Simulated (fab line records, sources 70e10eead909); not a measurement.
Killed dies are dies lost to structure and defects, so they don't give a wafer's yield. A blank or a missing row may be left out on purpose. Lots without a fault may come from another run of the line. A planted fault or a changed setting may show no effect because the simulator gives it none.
Which tool did it? | flow nand_harc | 6 lots, 16 wafers sampled, at 5 steps of a route of 1159

WHAT THE GAUGES READ, wafer by wafer
NHARC_END_SORT_01.
lot  | measured     | on        | killed_short
L748 | day 21 01:56 | prober-02 | 1 1 0
L753 | day 23 11:40 | prober-01 | 2
L760 | day 24 14:22 | prober-01 | 4 1 1

WHICH TOOL RAN EACH LOT (tool, then ch and the chambers of the sampled wafers, then the start)
lot  | NHARC_A_STAIRCASE_TRIM_226         | NHARC_A_STAIRCASE_ETCH_227                  | NHARC_A_STAIRCASE_ETCH_232                    | NHARC_A_STAIRCASE_ETCH_236
L742 | rie_diel-01 ch 0,2,3, day 11 16:44 | rie_diel-01 ch 1,2, no start                | rie_diel-10 ch 1,2,3, no start                | rie_diel-10 ch 0,2,3, no start
L745 | rie_diel-10 ch 1,2, day 12 06:37   | rie_diel-10 ch 0,1, no start                | rie_diel-10 ch 1,3, no start                  | rie_diel-10 ch 0,3, no start
L748 | rie_diel-10 ch 0,1,2, day 12 16:37 | rie_diel-10 ch 0,3, day 21 01:56 or earlier | rie_diel-01 ch 1,2,3, day 21 01:56 or earlier | rie_diel-01 ch 0,2,3, day 21 01:56 or earlier
L753 | rie_diel-10 ch 2, day 14 21:38     | rie_diel-10 ch 1, day 23 11:40 or earlier   | rie_diel-01 ch 0, day 23 11:40 or earlier     | rie_diel-01 ch 2, day 23 11:40 or earlier
L760 | rie_diel-09 ch 0,1, day 16 07:13   | rie_diel-09 ch 1,2, day 24 14:22 or earlier | rie_diel-09 ch 0,1,3, day 24 14:22 or earlier | rie_diel-09 ch 1,2, day 24 14:22 or earlier
L762 | rie_diel-09 ch 0,2,3, day 16 09:12 | rie_diel-09 ch 0,2,3, no start              | rie_diel-01 ch 0,1,2, no start                | rie_diel-01 ch 0,2,3, no start
- NHARC_A_STAIRCASE_TRIM_226: chemistry O2, time 211.2 s.
- NHARC_A_STAIRCASE_ETCH_227: etches the open film in C4F8/O2, target depth 100 nm, time 40.5 s.
- NHARC_A_STAIRCASE_ETCH_232: etches the open film in C4F8/O2, target depth 100 nm, time 40.5 s.
- NHARC_A_STAIRCASE_ETCH_236: etches the open film in C4F8/O2, target depth 100 nm, time 40.5 s.

THE ANSWER, worked out from the rows above alone
Rule: what is usual is taken from the lots themselves. Put in order of their means at a reading, lots are off if they are a third of the lots or fewer, leave a main group of 4 or more, and stand apart from it by a gap of 3 or more times the standard deviation of the main group's means; of several such gaps the widest counts. A main group whose means are all the same, to the digits that the tables above print for the reading, isn't used. A lot without any number at a reading at which 4 lots or more have one is off too. The other lots that the step has rows for count as sound.
No lot is off at any reading shown: from this, nothing can be told.

WHAT THE SIMULATOR HAD PUT IN
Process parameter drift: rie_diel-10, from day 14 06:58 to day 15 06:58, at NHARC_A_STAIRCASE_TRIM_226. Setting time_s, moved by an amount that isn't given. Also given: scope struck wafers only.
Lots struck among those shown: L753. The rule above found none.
